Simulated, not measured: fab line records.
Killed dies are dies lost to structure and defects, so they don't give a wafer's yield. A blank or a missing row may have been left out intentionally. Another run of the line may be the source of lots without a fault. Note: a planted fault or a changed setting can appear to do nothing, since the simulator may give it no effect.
Lot-split experiment | flow n5_finfet | 7 lots, 21 wafers read, on a route of 1938 steps

## ON THE SPLIT
At N5_DUMMY_GATE_ETCH_31 (etches SiO2 in C4F6/O2, target depth 82.5 nm, time 27.5 s), the setting target_depth_a was moved away from the recipe's 825 angstrom on 8 of the 21 wafers read, by -11.8% to +9.4%. All remaining wafers had this setting at the recipe value.

The split's own step is where the reading is taken.

## THE READING
etch.depth_nm (the simulator's own value, which no gauge read), in nm, at N5_DUMMY_GATE_ETCH_31 (etches SiO2 in C4F6/O2, target depth 82.5 nm, time 27.5 s). There is no usual value for it anywhere in the file. Average 82.96 nm, standard deviation 0.95 nm, over the 13 wafers here run with the recipe.

wafer  | tool, chamber at the split | target_depth_a as run, angstrom | against the recipe | etch.depth_nm, nm | against lot-mates on the recipe
L080.1 | rie_diel-03, 1             | 825                             | recipe             | 83.61             | -
L080.2 | rie_diel-03, 0             | 901.3                           | +9.2%              | 93.9              | +11.21
L080.4 | rie_diel-03, 2             | 825                             | recipe             | 81.77             | -
L084.2 | rie_diel-06, 1             | 825                             | recipe             | 84.19             | -
L084.4 | rie_diel-06, 2             | 902.5                           | +9.4%              | 89                | +4.60
L084.5 | rie_diel-06, 1             | 825                             | recipe             | 84.61             | -
L085.2 | rie_diel-04, 2             | 825                             | recipe             | 81.3              | -
L085.5 | rie_diel-04, 0             | 825                             | recipe             | 82.61             | -
L085.6 | rie_diel-04, 3             | 825                             | recipe             | 82.23             | -
L090.2 | rie_diel-04, 2             | 825                             | recipe             | 82.52             | -
L090.4 | rie_diel-04, 0             | 825                             | recipe             | 82.97             | -
L090.5 | rie_diel-04, 2             | 825                             | recipe             | 82.33             | -
L093.1 | rie_diel-03, 2             | 727.4                           | -11.8%             | 71.91             | no lot-mate on the recipe
L093.3 | rie_diel-03, 1             | 727.4                           | -11.8%             | 73.2              | no lot-mate on the recipe
L093.6 | rie_diel-03, 0             | 727.4                           | -11.8%             | 75.64             | no lot-mate on the recipe
L094.1 | rie_diel-06, 1             | 866.1                           | +5.0%              | 88.68             | +4.86
L094.4 | rie_diel-06, 3             | 825                             | recipe             | 84.08             | -
L094.5 | rie_diel-06, 3             | 825                             | recipe             | 83.56             | -
L095.1 | rie_diel-06, 1             | 825                             | recipe             | 82.71             | -
L095.2 | rie_diel-06, 3             | 851.2                           | +3.2%              | 85.8              | +3.09
L095.4 | rie_diel-06, 2             | 851.2                           | +3.2%              | 83.91             | +1.20

THE FIT
A straight line over all 21 wafers: etch.depth_nm changes by +0.833 nm for each +1% of target_depth_a; r = +0.96; the points scatter about the line by 1.4 nm.
The same after taking each lot's own level away (the mean of its wafers on the recipe; 18 wafers): +0.848 nm for each +1%; r = +0.90; scatter 1.3 nm.
The reading moves by 10 nm for the largest change in target_depth_a, on that fit.
Across the lots, their own levels run from 82.047 to 84.400 nm, a range of 2.5 times the standard deviation given above.
The two slopes agree, so the slope changes little with the lot-to-lot level.
Check: for one of the wafers moved furthest among these (+9.4%), held out of the fit, the line's prediction against its lot-mates is +10.3 nm. Against them it came out at +4.6 nm.

## FURTHER SPLITS ON THESE WAFERS
Note: prior to the reading, these wafers also went through further splits. Each is held against what the fit with the lots' levels taken away leaves over:
other split on the same wafers    | wafers away from the commonest value | r with etch.depth_nm (lot level and that fit taken away)
N5_ZERO_LAYER_PECVD_02 time_s     | 9                                    | +0.32
N5_ZERO_LAYER_COAT_05 spin_rpm    | 4                                    | +0.05
N5_ZERO_LAYER_EXPOSE_08 dose_mj   | 6                                    | -0.41
N5_FIN_SAQP_COAT_50 spin_rpm      | 11                                   | +0.11
N5_FIN_SAQP_EXPOSE_13 dose_mj     | 5                                    | -0.37
N5_FIN_SAQP_SPACER1_ALD_24 temp_c | 10                                   | -0.17
N5_DUMMY_GATE_ETCH_37 source_w    | 4                                    | +0.01

## FILE'S OWN FIT
etch.depth_nm changes by +0.852 nm for each +1% of target_depth_a, r = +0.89.
